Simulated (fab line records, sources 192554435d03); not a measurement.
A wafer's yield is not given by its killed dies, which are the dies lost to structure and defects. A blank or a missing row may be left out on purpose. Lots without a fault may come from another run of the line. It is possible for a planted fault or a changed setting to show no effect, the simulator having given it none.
fab line records    flow n5-finfet
record: lots: 7  wafers: 21
route steps=1938 shown BEOL_M6@1233 BEOL_M7@1293 BEOL_M8@1348 BEOL_M10@1513 BEOL_M11@1539
start-h: hours from the record's opening day to when the first of the lot's shown wafers began    wait-h: time in hours since the lot's previous step    " repeats the value in the row above    L1.1+2: a row that stands for several wafers    - no value present, or no start provided    * or withheld: withheld    < > ~ a bound
route shown NAME@n: names a module that has steps shown in the file, with the first one's number in the route    usual: average and standard deviation across the fault-free wafers    same: alike in all rows    chamber/n: place in a boat    sites: readings site by site    _std_site: their standard deviation    _edge_site: the outer-site mean with the inner-site mean subtracted    radius-mm: how far each site lies from the wafer's centre    mask NAME#n: copy n    behind: the tool/chamber that last shaped the wafer    hold: reason for holding the lot/hours on hold/outcome of the hold    device: the transistor (n, p or np) that didn't switch    end of line: tests of these same wafers at the route's end    a step with no rows: only its recipe    killed: the dies lost at the first sort to structure and to defects; this is not the yield of the wafer    map: shows each die of a wafer: x if killed, . if not, _ if none is there
set.NAME: the setting the step ran with; set.NAME@STEP: the setting that earlier step ran with    model.NAME: the simulator's own value behind a step, which no gauge read
lots where settings were altered on purpose, with a table for each step and a row for each wafer
== steps ==
step: N5_BEOL_M6_ETCH_66
recipe: chemistry: N2/H2  target: SOC  target-depth-a: 800  overetch-a: 160  mask-material: SiARC  temp-c: 40  time-s: 120  ion-energy-ev: 200  pressure-mtorr: 30  source-w: 840  bias-w: 150  n2-flow-sccm: 200  h2-flow-sccm: 200
usual: rf-vpp-V: 524.2/2.5
lot.wafer  tool         chamber  start-h  wait-h  set.bias-w  rf-vpp-V  model.SiARC_of_BEOL_M6_COAT_64.thk-nm
L077.3     rie-diel-02  0        223.76   0.0     150         521.8     6.6
L077.5     "            0        "        "       134.2       484.4     7.4
L077.6     "            1        "        "       134.2       486.5     7.2
L079.1     rie-diel-02  1        234.03   0.0     162.3       546.7     6
L079.2     "            2        "        "       162.3       551.2     6
L079.4     "            2        "        "       162.3       551.1     6
L084.2     rie-diel-02  2        259.27   0.0     150         523.6     6.6
L084.4     "            1        "        "       150         520.5     6.6
L084.6     "            0        "        "       150         523.5     6.6
L087.1     rie-diel-01  2        273.10   0.0     150         525.4     6.2
L087.4     "            3        "        "       150         523.8     6.4
L087.6     "            2        "        "       150         526.7     6.4
L089.1     rie-diel-01  1        292.55   0.0     128.3       475.6     7.4
L089.4     "            0        "        "       150         527.7     6.6
L089.5     "            1        "        "       150         526.1     6.2
L091.3     rie-diel-01  1        321.85   0.0     137.8       497.2     7
L091.4     "            0        "        "       150         529.3     6.6
L091.6     "            3        "        "       137.8       495.5     7
L097.2     rie-diel-05  1        336.79   0.0     150         525.8     6.4
L097.4     "            3        "        "       150         524.6     6.4
L097.6     "            0        "        "       150         518.5     7
step: N5_BEOL_M6_VIA_ETCH_34
recipe: chemistry: C4F6/O2  target: SiCOH_lowk  target-depth-a: 1263  mask-material: SOC  taper-deg: 4  time-s: 50.9  ion-energy-ev: 250  pressure-mtorr: 30  source-w: 345  bias-w: 185  Ar_flow_sccm: 300  C4F6_flow_sccm: 10  O2_flow_sccm: 10
lot.wafer  tool         chamber  start-h  wait-h  set.time-s  model.etch.depth-nm  model.SOC_of_BEOL_M6_COAT_63.thk-nm
L077.3     rie-diel-02  0        223.86   0.0     42.46       105.2                54.8
L077.5     "            0        "        "       50.9        126.6                53.6
L077.6     "            1        "        "       42.46       103.4                54.6
L079.1     rie-diel-02  1        234.13   0.0     50.9        124.3                54
L079.2     "            2        "        "       50.9        123.3                54
L079.4     "            2        "        "       55.72       134.6                53.6
L084.2     rie-diel-02  2        259.37   0.0     50.9        124.2                54
L084.4     "            1        "        "       50.9        123.1                54.2
L084.6     "            0        "        "       50.9        125.4                54
L087.1     rie-diel-01  2        273.21   0.0     50.9        125.3                53.8
L087.4     "            3        "        "       50.9        124.8                54.2
L087.6     "            2        "        "       50.9        125.3                54
L089.1     rie-diel-01  1        292.65   0.0     50.9        129.1                54.2
L089.4     "            0        "        "       60.68       156.5                52.6
L089.5     "            1        "        "       50.9        131.1                54.2
L091.3     rie-diel-01  1        321.95   0.0     50.9        128.5                54.2
L091.4     "            0        "        "       61.81       156                  52.4
L091.6     "            3        "        "       61.81       154.1                52.8
L097.2     rie-diel-05  1        336.89   0.0     50.9        127                  53.8
L097.4     "            3        "        "       45.32       109.5                54.6
L097.6     "            0        "        "       50.9        120.7                54
step: N5_BEOL_M7_EXPOSE_25
recipe: mask-id: V6  na: 0.33  source-shape: annular  sigma-inner: 0.4  sigma-outer: 0.8  polarization: unpolarized  target-cd-nm: 40  dose-mj: 42.5
lot.wafer   tool            chamber  start-h  wait-h  mask  set.dose-mj
L077.3+5+6  euv-scanner-02  0        231.90   -       V6#0  42.5
L079.1      euv-scanner-02  0        242.77   -       V6#0  42.5
L079.2+4    "               0        "        "       V6#0  45.1
L084.2+4+6  euv-scanner-01  0        264.90   -       V6#0  42.5
L087.1      euv-scanner-01  0        281.17   -       V6#0  42.5
L087.4+6    "               0        "        "       V6#0  39.42
L089.1      euv-scanner-01  0        298.55   -       V6#0  42.5
L089.4+5    "               0        "        "       V6#0  44.59
L091.3+4    euv-scanner-01  0        330.18   -       V6#0  45.68
L091.6      "               0        "        "       V6#0  42.5
L097.2+4+6  euv-scanner-01  0        345.10   -       V6#0  44.64
step: N5_BEOL_M7_PEB_26
recipe: peb-temp-c: 100  peb-time-s: 60  resist: CAR-EUV
step: N5_BEOL_M7_DEVELOP_27
recipe: develop-time-s: 30  developer: TMAH  resist: CAR-EUV  rinse-liquid: surfactant-rinse  dry: air-spin  dev-temp-c: 23
step: N5_BEOL_M7_CD_MEAS_28
recipe: target-cd-nm: 40  landing-energy-ev: 500  detector: se-inlens
usual: cd-nm: 39.96/0.23
lot.wafer  tool       chamber  start-h  wait-h  set.dose-mj@BEOL_M7_EXPOSE_25  cd-nm
L077.3     cd-sem-02  0        232.02   -       42.5                           40.30
L077.5     "          0        "        "       42.5                           40.38
L077.6     "          0        "        "       42.5                           39.73
L079.1     cd-sem-03  0        242.91   -       42.5                           40.19
L079.2     "          0        "        "       45.1                           41.33
L079.4     "          0        "        "       45.1                           41.05
L084.2     cd-sem-01  0        265.03   -       42.5                           40.10
L084.4     "          0        "        "       42.5                           39.98
L084.6     "          0        "        "       42.5                           40.47
L087.1     cd-sem-01  0        281.30   -       42.5                           39.73
L087.4     "          0        "        "       39.42                          37.95
L087.6     "          0        "        "       39.42                          38.17
L089.1     cd-sem-03  0        298.68   -       42.5                           39.90
L089.4     "          0        "        "       44.59                          40.62
L089.5     "          0        "        "       44.59                          40.91
L091.3     cd-sem-02  0        330.30   -       45.68                          41.73
L091.4     "          0        "        "       45.68                          41.51
L091.6     "          0        "        "       42.5                           39.66
L097.2     cd-sem-02  0        345.23   -       44.64                          41.15
L097.4     "          0        "        "       44.64                          41.27
L097.6     "          0        "        "       44.64                          40.98
step: N5_BEOL_M7_DESCUM_33
recipe: chemistry: O2  time-s: 7  source-power-w: 50  bias-power-w: 20  pressure-mtorr: 20  rf-frequency-hz: 2.712e+07  temp-c: 40  resist: CAR-EUV  o2-flow-sccm: 225
lot.wafer  tool         chamber  start-h  wait-h  set.dose-mj@BEOL_M7_EXPOSE_25  model.BEOL_M7.cd-nm
L077.3+5   rie-diel-03  3,2      232.47   0.4     42.5                           40
L077.6     "            1        "        "       42.5                           39.8
L079.1     rie-diel-06  3        243.47   0.5     42.5                           39.8
L079.2+4   "            2,0      "        "       45.1                           41
L084.2+4   rie-diel-03  1,2      265.15   0.0     42.5                           40
L084.6     "            2        "        "       42.5                           40.4
L087.1     rie-diel-04  2        281.43   0.0     42.5                           39.6
L087.4     "            0        "        "       39.42                          37.8
L087.6     "            1        "        "       39.42                          38.2
L089.1     rie-diel-04  2        298.83   0.1     42.5                           39.6
L089.4     "            2        "        "       44.59                          40.6
L089.5     "            1        "        "       44.59                          40.8
L091.3+4   rie-diel-03  3        330.69   0.3     45.68                          41.6
L091.6     "            1        "        "       42.5                           40
L097.2+4   rie-diel-03  1,0      346.14   0.8     44.64                          41
L097.6     "            1        "        "       44.64                          41.2
step: N5_BEOL_M7_ETCH_72
recipe: chemistry: N2/H2  target: underlayer  target-depth-a: 65  mask-material: CAR-EUV  time-s: 5.2  ion-energy-ev: 200  pressure-mtorr: 30  source-w: 840  bias-w: 150  n2-flow-sccm: 200  h2-flow-sccm: 200  ends: cleared
lot.wafer   tool         chamber  start-h  wait-h  set.dose-mj@BEOL_M7_EXPOSE_25  model.BEOL_M7.cd-nm
L077.3      rie-diel-03  3        232.51   0.0     42.5                           40.2
L077.5      "            2        "        "       42.5                           40
L077.6      "            1        "        "       42.5                           39.8
L079.1      rie-diel-06  3        243.50   0.0     42.5                           39.6
L079.2+4    "            2,0      "        "       45.1                           41
L084.2      rie-diel-03  1        265.18   0.0     42.5                           40
L084.4      "            2        "        "       42.5                           39.8
L084.6      "            2        "        "       42.5                           40.4
L087.1      rie-diel-04  2        281.46   0.0     42.5                           39.6
L087.4      "            0        "        "       39.42                          37.8
L087.6      "            1        "        "       39.42                          38
L089.1      rie-diel-04  2        298.86   0.0     42.5                           39.6
L089.4      "            2        "        "       44.59                          40.6
L089.5      "            1        "        "       44.59                          40.8
L091.3      rie-diel-03  3        330.73   0.0     45.68                          41.8
L091.4      "            3        "        "       45.68                          41.6
L091.6      "            1        "        "       42.5                           40
L097.2+4+6  rie-diel-03  1,0,1    346.17   0.0     44.64                          41
step: N5_BEOL_M7_VIA_ETCH_34
recipe: chemistry: C4F6/O2  target: SiCOH_lowk  target-depth-a: 1255  mask-material: SOC  taper-deg: 4  time-s: 50.5  ion-energy-ev: 250  pressure-mtorr: 30  source-w: 345  bias-w: 185  Ar_flow_sccm: 300  C4F6_flow_sccm: 10  O2_flow_sccm: 10
lot.wafer  tool         chamber  start-h  wait-h  set.source-w  set.dose-mj@BEOL_M7_EXPOSE_25  model.etch.depth-nm  model.BEOL_M7.cd-nm
L077.3     rie-diel-03  3        232.65   0.0     345           42.5                           128.9                40.2
L077.5     "            2        "        "       345           42.5                           123.8                39.8
L077.6     "            1        "        "       289.6         42.5                           113.6                39.6
L079.1     rie-diel-06  3        243.65   0.0     345           42.5                           126.1                39.8
L079.2     "            2        "        "       285.4         45.1                           113.5                41
L079.4     "            0        "        "       285.4         45.1                           110.7                40.8
L084.2     rie-diel-03  1        265.33   0.0     345           42.5                           121.1                39.8
L084.4     "            2        "        "       345           42.5                           122.8                39.6
L084.6     "            2        "        "       345           42.5                           123.9                40
L087.1     rie-diel-04  2        281.61   0.0     326.4         42.5                           123.7                39.8
L087.4     "            0        "        "       345           39.42                          123.7                38.2
L087.6     "            1        "        "       326.4         39.42                          120.2                38.4
L089.1     rie-diel-04  2        299.01   0.0     321.9         42.5                           125.1                39.6
L089.4     "            2        "        "       321.9         44.59                          124.5                40.8
L089.5     "            1        "        "       345           44.59                          123.3                41
L091.3     rie-diel-03  3        330.87   0.0     368.1         45.68                          131.1                42
L091.4     "            3        "        "       345           45.68                          128.4                41.8
L091.6     "            1        "        "       345           42.5                           121.7                40.2
L097.2     rie-diel-03  1        346.32   0.0     380.2         44.64                          129.4                41.4
L097.4     "            0        "        "       380.2         44.64                          128.1                40.8
L097.6     "            1        "        "       345           44.64                          123.4                41.4
step: N5_BEOL_M8_DESCUM_16
recipe: chemistry: O2  time-s: 7.9  source-power-w: 50  bias-power-w: 20  pressure-mtorr: 20  rf-frequency-hz: 2.712e+07  temp-c: 40  resist: CAR-ArF  o2-flow-sccm: 225
lot.wafer  tool         chamber  start-h  wait-h  set.time-s  model.CAR-ArF_of_BEOL_M8_COAT_05.thk-nm
L077.3     rie-diel-05  1        240.75   0.0     7.215       83.8
L077.5     "            0        "        "       7.9         83.4
L077.6     "            3        "        "       7.9         83.6
L079.1     rie-diel-02  2        249.72   0.0     6.212       84.8
L079.2     "            1        "        "       7.9         84.4
L079.4     "            1        "        "       6.212       85
L084.2     rie-diel-01  3        270.43   0.0     7.9         83
L084.4     "            2        "        "       7.9         83.4
L084.6     "            0        "        "       7.9         83.2
L087.1     rie-diel-05  0        288.41   0.0     7.9         83
L087.4     "            2        "        "       7.9         82.8
L087.6     "            1        "        "       6.44        83.8
L089.1+4   rie-diel-05  0,3      304.42   0.0     7.9         83.6
L089.5     "            0        "        "       7.9         83.4
L091.3+6   rie-diel-05  0        338.02   0.2     7.9         83.2
L091.4     "            1        "        "       7.9         83.4
L097.2     rie-diel-01  3        353.51   0.0     7.9         83.8
L097.4     "            3        "        "       6.573       84.4
L097.6     "            0        "        "       6.573       84.2
step: N5_BEOL_M8_ETCH_61
recipe: chemistry: CF4  target: SiARC  target-depth-a: 455  mask-material: CAR-ArF  time-s: 75.8  ion-energy-ev: 80  pressure-mtorr: 40  source-w: 545  bias-w: 36  Ar_flow_sccm: 100  cf4-flow-sccm: 100  ends: cleared
lot.wafer  tool         chamber  start-h  wait-h  set.time-s@BEOL_M8_DESCUM_16  model.CAR-ArF_of_BEOL_M8_COAT_05.thk-nm
L077.3     rie-diel-05  1        240.79   0.0     7.215                         51.2
L077.5     "            0        "        "       7.9                           50.8
L077.6     "            3        "        "       7.9                           51
L079.1     rie-diel-02  2        249.75   0.0     6.212                         52.2
L079.2     "            1        "        "       7.9                           51.8
L079.4     "            1        "        "       6.212                         52.6
L084.2     rie-diel-01  3        270.46   0.0     7.9                           50.4
L084.4+6   "            2,0      "        "       7.9                           50.6
L087.1     rie-diel-05  0        288.44   0.0     7.9                           50.6
L087.4     "            2        "        "       7.9                           50.2
L087.6     "            1        "        "       6.44                          51.4
L089.1     rie-diel-05  0        304.45   0.0     7.9                           51
L089.4+5   "            3,0      "        "       7.9                           50.8
L091.3     rie-diel-05  0        338.06   0.0     7.9                           50.8
L091.4     "            1        "        "       7.9                           51
L091.6     "            0        "        "       7.9                           50.6
L097.2     rie-diel-01  3        353.55   0.0     7.9                           51
L097.4     "            3        "        "       6.573                         51.8
L097.6     "            0        "        "       6.573                         51.6
step: N5_BEOL_M8_COAT_22
recipe: resist: CAR-EUV  spin-rpm: 1500  resist-thk-nm: 30
lot.wafer   tool            chamber  start-h  wait-h  set.spin-rpm  model.CAR-EUV_of_BEOL_M8_COAT_22.thk-nm
L077.3+5    litho-track-02  0        -        -       1500          30
L077.6      "               0        "        "       1434          30.8
L079.1+4    litho-track-01  0        -        -       1500          30
L079.2      "               0        "        "       1500          30.2
L084.2      litho-track-03  0        -        -       1500          30
L084.4+6    "               0        "        "       1500          29.8
L087.1+4+6  litho-track-01  0        -        -       1500          30
L089.1      litho-track-01  0        -        -       1500          30
L089.4+5    "               0        "        "       1500          29.8
L091.3+6    litho-track-01  0        -        -       1500          30
L091.4      "               0        "        "       1439          30.8
L097.2+4    litho-track-03  0        -        -       1500          29.8
L097.6      "               0        "        "       1636          28.6
step: N5_BEOL_M8_EBR_24
recipe: solvent: PGMEA  ebr-width-mm: 1.5
step: N5_BEOL_M8_SOFTBAKE_23
recipe: temp-c: 110  time-s: 60  resist: CAR-EUV
step: N5_BEOL_M8_EXPOSE_25
recipe: mask-id: V7  na: 0.33  source-shape: annular  sigma-inner: 0.4  sigma-outer: 0.8  polarization: unpolarized  target-cd-nm: 40  dose-mj: 42.5
step: N5_BEOL_M8_PEB_26
recipe: peb-temp-c: 100  peb-time-s: 60  resist: CAR-EUV
step: N5_BEOL_M8_DEVELOP_27
recipe: develop-time-s: 30  developer: TMAH  resist: CAR-EUV  rinse-liquid: surfactant-rinse  dry: air-spin  dev-temp-c: 23
lot.wafer   tool            chamber  start-h  wait-h  set.spin-rpm@BEOL_M8_COAT_22  model.CAR-EUV_of_BEOL_M8_COAT_22.thk-nm
L077.3+5    litho-track-03  0        -        -       1500                          29.6
L077.6      "               0        "        "       1434                          30.2
L079.1+2+4  litho-track-02  0        -        -       1500                          29.6
L084.2+4+6  litho-track-03  0        -        -       1500                          29.4
L087.1+4+6  litho-track-03  0        -        -       1500                          29.6
L089.1+4+5  litho-track-02  0        -        -       1500                          29.4
L091.3+6    litho-track-02  0        -        -       1500                          29.6
L091.4      "               0        "        "       1439                          30.2
L097.2+4    litho-track-02  0        -        -       1500                          29.4
L097.6      "               0        "        "       1636                          28.2
step: N5_BEOL_M8_DESCUM_33
recipe: chemistry: O2  time-s: 7  source-power-w: 50  bias-power-w: 20  pressure-mtorr: 20  rf-frequency-hz: 2.712e+07  temp-c: 40  resist: CAR-EUV  o2-flow-sccm: 225
lot.wafer   tool         chamber  start-h  wait-h  set.spin-rpm@BEOL_M8_COAT_22  model.CAR-EUV_of_BEOL_M8_COAT_22.thk-nm
L077.3+5    rie-diel-01  1,2      243.05   0.1     1500                          26
L077.6      "            3        "        "       1434                          26.8
L079.1+2+4  rie-diel-02  1,0,1    251.53   0.0     1500                          26.2
L084.2+6    rie-diel-02  2,1      272.65   0.2     1500                          26
L084.4      "            0        "        "       1500                          25.8
L087.1      rie-diel-01  1        289.42   0.0     1500                          26
L087.4+6    "            2        "        "       1500                          26.2
L089.1+4+5  rie-diel-01  2,3,1    305.43   0.0     1500                          26
L091.3      rie-diel-02  1        341.13   0.7     1500                          26.2
L091.4      "            1        "        "       1439                          26.8
L091.6      "            3        "        "       1500                          26
L097.2+4    rie-diel-05  0,1      354.63   0.2     1500                          26
L097.6      "            1        "        "       1636                          24.6
step: N5_BEOL_M10_ETCH_41
recipe: chemistry: CH3F/O2  target: SiCN  target-depth-a: 426  taper-deg: 2  time-s: 86  ion-energy-ev: 120  mask-material: TiN  pressure-mtorr: 30  source-w: 395  bias-w: 75  Ar_flow_sccm: 150  CH3F_flow_sccm: 30  O2_flow_sccm: 20
usual: rf-vpp-V: 297.4/1.7
lot.wafer  tool         chamber  start-h  wait-h  set.source-w  rf-vpp-V
L077.3     rie-diel-02  1        -        -       341.5         309.2
L077.5     "            0        "        "       341.5         311.3
L077.6     "            1        "        "       341.5         309.6
L079.1     rie-diel-01  1        -        -       395           299.0
L079.2     "            2        "        "       395           300.0
L079.4     "            3        "        "       395           297.8
L084.2     rie-diel-05  3        -        -       395           298.0
L084.4     "            2        "        "       395           296.4
L084.6     "            2        "        "       395           296.3
L087.1     rie-diel-02  0        -        -       395           295.6
L087.4     "            1        "        "       395           296.1
L087.6     "            1        "        "       395           296.8
L089.1     rie-diel-05  2        -        -       395           295.4
L089.4     "            3        "        "       395           298.3
L089.5     "            2        "        "       395           298.0
L091.3     rie-diel-01  0        -        -       461.2         284.0
L091.4     "            1        "        "       461.2         282.6
L091.6     "            0        "        "       395           300.6
L097.2     rie-diel-02  1        -        -       359.4         305.4
L097.4     "            2        "        "       395           300.1
L097.6     "            0        "        "       359.4         307.8
step: N5_BEOL_M11_PECVD_70
recipe: material: SiO2  target-thk-a: 200  temp-c: 400  precursor: TEOS/O2  pressure-torr: 5.5  rf-w: 450  teos-flow-sccm: 53.8  gas: O2  flow-sccm: 3000  time-s: 22.7
lot.wafer  tool      chamber  start-h  wait-h  set.time-s  model.SiO2_of_BEOL_M11_PECVD_70.thk-nm
L077.3     pecvd-02  2        267.85   0.0     20.74       18
L077.5     "         0        "        "       20.74       18.6
L077.6     "         1        "        "       22.7        20.2
L079.1     pecvd-03  1        269.20   0.0     19.33       16.8
L079.2     "         0        "        "       19.33       16.6
L079.4     "         0        "        "       22.7        19.8
L084.2     pecvd-04  2        292.83   0.0     22.7        19.8
L084.4     "         1        "        "       22.7        20
L084.6     "         0        "        "       22.7        20.6
L087.1     pecvd-03  1        310.71   0.0     22.7        19.6
L087.4     "         1        "        "       22.7        20
L087.6     "         2        "        "       22.7        20.2
L089.1+4   pecvd-04  1        326.79   0.0     22.7        19.8
L089.5     "         2        "        "       22.7        20
L091.3+6   pecvd-02  1,2      359.87   0.0     22.7        20
L091.4     "         1        "        "       20.72       18.6
L097.2     pecvd-02  2        377.22   0.0     22.7        19.6
L097.4     "         2        "        "       19.44       17.2
L097.6     "         2        "        "       19.44       17.4
step: N5_BEOL_M11_HM_DEP_02
recipe: material: TiN  target-thk-a: 200  temp-c: 25  chamber-pressure-pa: 0.49996
step: N5_BEOL_M11_COAT_59
recipe: resist: SOC  temp-c: 250  time-s: 60  spin-rpm: 1500  resist-thk-nm: 100
step: N5_BEOL_M11_STRIP_77
recipe: chemistry: N2/H2  time-s: 10  power-w: 450  temp-c: 40  pressure-mtorr: 20  rf-frequency-hz: 6e+07  bias-power-w: 7  n2-flow-sccm: 200  h2-flow-sccm: 200
step: N5_BEOL_M11_HM_STRIP_39
recipe: chemistry: peroxide-tin-strip  material: TiN  target-depth-a: 250  temp-c: 50  time-s: 158
lot.wafer  tool          chamber  start-h  wait-h  set.time-s@BEOL_M11_PECVD_70  model.SiO2_of_BEOL_M11_PECVD_70.thk-nm
L077.3     wet-bench-06  6        271.45   0.0     20.74                         17.8
L077.5     "             3        "        "       20.74                         18.4
L077.6     "             2        "        "       22.7                          20.2
L079.1+2   wet-bench-05  0,7      273.25   0.0     19.33                         16.6
L079.4     "             5        "        "       22.7                          19.8
L084.2     wet-bench-06  3        295.84   0.0     22.7                          19.6
L084.4     "             2        "        "       22.7                          19.8
L084.6     "             7        "        "       22.7                          20.6
L087.1     wet-bench-06  6        314.33   0.0     22.7                          19.6
L087.4     "             3        "        "       22.7                          19.8
L087.6     "             0        "        "       22.7                          20
L089.1+4   wet-bench-05  7,6      330.75   0.0     22.7                          19.6
L089.5     "             1        "        "       22.7                          19.8
L091.3     wet-bench-05  2        363.74   0.0     22.7                          20
L091.4     "             4        "        "       20.72                         18.6
L091.6     "             5        "        "       22.7                          19.8
L097.2     wet-bench-06  4        380.81   0.0     22.7                          19.6
L097.4     "             1        "        "       19.44                         17
L097.6     "             6        "        "       19.44                         17.2
step: N5_BEOL_M11_SRD_40
recipe: time-s: 30  temp-c: 23  rinse-liquid: diw  dry: ipa-marangoni
step: N5_BEOL_M11_PRECLEAN_42
recipe: chemistry: residue-remover  time-s: 60  temp-c: 40
step: N5_BEOL_M11_ECD_50
recipe: material: Cu  target-thk-a: 3180
step: N5_BEOL_M11_ANNEAL_51
recipe: temp-c: 225  time-s: 90  ambient: N2
step: N5_BEOL_M11_CMP_52
recipe: stop-on: SiCOH_lowk  t-overpolish-s: 7  down-force-psi: 1  platen-rpm: 50  clearing-platen-down-force-psi: 1.5  clearing-platen-rpm: 50  post-cmp-clean: cu-alkaline  target-thk-nm: 140  clearing-platen-pad-velocity-m-s: 0.99484  pad-velocity-m-s: 0.99484
usual: barrier-field-endpoint-s: 28.6/0.82
lot.wafer  tool    chamber  start-h  wait-h  set.time-s@BEOL_M11_PECVD_70  barrier-field-endpoint-s
L077.3     cmp-04  2        274.04   0.3     20.74                         26.4
L077.6     "       3        "        "       22.7                          28.2
L077.5     "       0        "        "       20.74                         27.2
L079.2     cmp-04  3        276.36   0.2     19.33                         23.4
L079.4     "       0        "        "       22.7                          29.2
L079.1     "       2        "        "       19.33                         23.8
L084.2     cmp-02  3        299.62   0.2     22.7                          29.5
L084.4     "       2        "        "       22.7                          28.7
L084.6     "       0        "        "       22.7                          28.5
L087.4     cmp-03  3        316.29   0.1     22.7                          30.0
L087.1     "       1        "        "       22.7                          29.1
L087.6     "       0        "        "       22.7                          29.3
L089.4     cmp-03  0        332.99   0.2     22.7                          28.7
L089.1     "       1        "        "       22.7                          28.6
L089.5     "       0        "        "       22.7                          29.1
L091.4     cmp-03  1        366.29   0.1     20.72                         27.3
L091.3     "       0        "        "       22.7                          29.0
L091.6     "       2        "        "       22.7                          28.9
L097.4     cmp-04  3        383.56   0.2     19.44                         24.4
L097.2     "       0        "        "       22.7                          28.0
L097.6     "       2        "        "       19.44                         24.6
== key ==
split: step: N5_BEOL_M6_ETCH_66  setting: bias-w  stated: 150  by: wafer
response: step: N5_BEOL_M6_ETCH_66  reading: rf-vpp-V  change: +3.61  per: 1%  r: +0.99
response: step: N5_BEOL_M6_ETCH_66  reading: model.SiARC_of_BEOL_M6_COAT_64.thk-nm  change: -0.0649  per: 1%  r: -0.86
split: step: N5_BEOL_M6_VIA_ETCH_34  setting: time-s  stated: 50.9  by: wafer
response: step: N5_BEOL_M6_VIA_ETCH_34  reading: model.etch.depth-nm  change: +1.3  per: 1%  r: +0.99
response: step: N5_BEOL_M6_VIA_ETCH_34  reading: model.SOC_of_BEOL_M6_COAT_63.thk-nm  change: -0.0721  per: 1%  r: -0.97
split: step: N5_BEOL_M7_EXPOSE_25  setting: dose-mj  stated: 42.5  by: wafer
response: step: N5_BEOL_M7_CD_MEAS_28  reading: cd-nm  change: +0.218  per: 1%  r: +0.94
response: step: N5_BEOL_M7_DESCUM_33  reading: model.BEOL_M7.cd-nm  change: +0.213  per: 1%  r: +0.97
response: step: N5_BEOL_M7_ETCH_72  reading: model.BEOL_M7.cd-nm  change: +0.229  per: 1%  r: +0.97
response: step: N5_BEOL_M7_VIA_ETCH_34  reading: model.BEOL_M7.cd-nm  change: +0.216  per: 1%  r: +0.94
split: step: N5_BEOL_M7_VIA_ETCH_34  setting: source-w  stated: 345  by: wafer
response: step: N5_BEOL_M7_VIA_ETCH_34  reading: model.etch.depth-nm  change: +0.695  per: 1%  r: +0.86
split: step: N5_BEOL_M8_DESCUM_16  setting: time-s  stated: 7.9  by: wafer
response: step: N5_BEOL_M8_DESCUM_16  reading: model.CAR-ArF_of_BEOL_M8_COAT_05.thk-nm  change: -0.0332  per: 1%  r: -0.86
response: step: N5_BEOL_M8_ETCH_61  reading: model.CAR-ArF_of_BEOL_M8_COAT_05.thk-nm  change: -0.0395  per: 1%  r: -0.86
split: step: N5_BEOL_M8_COAT_22  setting: spin-rpm  stated: 1500  by: wafer
response: step: N5_BEOL_M8_COAT_22  reading: model.CAR-EUV_of_BEOL_M8_COAT_22.thk-nm  change: -0.149  per: 1%  r: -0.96
response: step: N5_BEOL_M8_DEVELOP_27  reading: model.CAR-EUV_of_BEOL_M8_COAT_22.thk-nm  change: -0.135  per: 1%  r: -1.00
response: step: N5_BEOL_M8_DESCUM_33  reading: model.CAR-EUV_of_BEOL_M8_COAT_22.thk-nm  change: -0.161  per: 1%  r: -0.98
split: step: N5_BEOL_M10_ETCH_41  setting: source-w  stated: 395  by: wafer
response: step: N5_BEOL_M10_ETCH_41  reading: rf-vpp-V  change: -0.96  per: 1%  r: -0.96
split: step: N5_BEOL_M11_PECVD_70  setting: time-s  stated: 22.7  by: wafer
response: step: N5_BEOL_M11_PECVD_70  reading: model.SiO2_of_BEOL_M11_PECVD_70.thk-nm  change: +0.187  per: 1%  r: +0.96
response: step: N5_BEOL_M11_HM_STRIP_39  reading: model.SiO2_of_BEOL_M11_PECVD_70.thk-nm  change: +0.196  per: 1%  r: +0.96
response: step: N5_BEOL_M11_CMP_52  reading: barrier-field-endpoint-s  change: +0.279  per: 1%  r: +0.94
